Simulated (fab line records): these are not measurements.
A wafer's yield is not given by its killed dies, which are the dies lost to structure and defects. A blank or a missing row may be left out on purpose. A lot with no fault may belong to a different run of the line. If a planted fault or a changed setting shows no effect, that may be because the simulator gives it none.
Matching of chambers	flow n5_finfet	N5_BEOL_M0_SAQP_ETCH_106 on rie_diel-04 has 4 sister chambers
The step etches SOC in N2/H2, stops on SiNx, target depth 150 nm. 4 wafers are shown with their chamber, then 7 later ones without.

== WAFERS PAIRED WITH THEIR CHAMBERS ==
wafer	chamber	showerhead_plenum_p_Torr (Torr)
L088.5	2	2.53
L089.6	0	2.41
L090.1	1	2.62
L090.3	3	2.69

== WAFERS MISSING THEIR CHAMBER ==
wafer	showerhead_plenum_p_Torr (Torr)
L090.5	2.69
L092.2	2.62
L092.3	2.52
L092.6	2.62
L093.2	2.52
L093.3	2.61
L093.5	2.62

== EACH ONE'S CHAMBER ==
wafer	from the rows above	in truth
L090.5	3	3
L092.2	1	1
L092.3	2	2
L092.6	1	1
L093.2	2	2
L093.3	1	1
L093.5	1	1
Correctly placed: 7 of 7. Can't be placed from these rows: 0. Number placed wrongly: 0.
How it was worked out, from the rows above alone: a wafer's distance from a chamber is the root of the sum, over the readings, of the square of ((its reading less the chamber's mean) divided by the reading's scatter). The wafer belongs to the nearest chamber; if the next one is less than 2 further off, it can't be placed. A chamber's mean is the mean of its shown wafers. The scatter: with one shown wafer a chamber, the root of the mean of the squares of how far each hidden wafer lies from its nearest shown one.
